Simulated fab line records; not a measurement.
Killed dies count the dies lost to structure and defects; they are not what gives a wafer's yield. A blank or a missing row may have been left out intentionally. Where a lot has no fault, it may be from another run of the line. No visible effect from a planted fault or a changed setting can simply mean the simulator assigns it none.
Chamber matching | flow nand harc | rie diel-02 running NHARC_A_STAIRCASE_TRIM_220: 4 sister chambers
The step chemistry O2, time 211.2 s. 4 wafers are shown with their chamber, then 8 later ones without.

== WAFERS WITH THEIR CHAMBER ==
wafer  | chamber | showerhead plenum p Torr (Torr)
L081.2 | 2       | 3.68
L083.2 | 0       | 3.31
L083.5 | 1       | 3.52
L089.4 | 3       | 3.60

== WAFERS WITHOUT THEIR CHAMBER ==
wafer  | showerhead plenum p Torr (Torr)
L089.5 | 3.60
L089.6 | 3.31
L090.2 | 3.67
L090.4 | 3.59
L090.6 | 3.52
L091.1 | 3.30
L091.2 | 3.52
L091.6 | 3.59

== WHICH CHAMBER EACH WENT THROUGH ==
wafer  | from the rows above | in truth
L089.5 | 3                   | 3
L089.6 | 0                   | 0
L090.2 | 2                   | 2
L090.4 | 3                   | 3
L090.6 | 1                   | 1
L091.1 | 0                   | 0
L091.2 | 1                   | 1
L091.6 | 3                   | 3
Placed correctly: 8 of 8. From these rows, 0 cannot be placed. Number placed wrongly: 0.
How it was worked out, from the rows above alone: a wafer's distance from a chamber is the root of the sum, over the readings, of the square of ((its reading less the chamber's mean) divided by the reading's scatter). If the next closest chamber is less than 2 further off than the closest, the wafer can't be placed; otherwise it belongs to the closest. For every chamber, the mean is computed from those of its wafers that are shown. The scatter: root of mean squared gap, hidden wafer to nearest shown wafer, with one shown wafer a chamber.
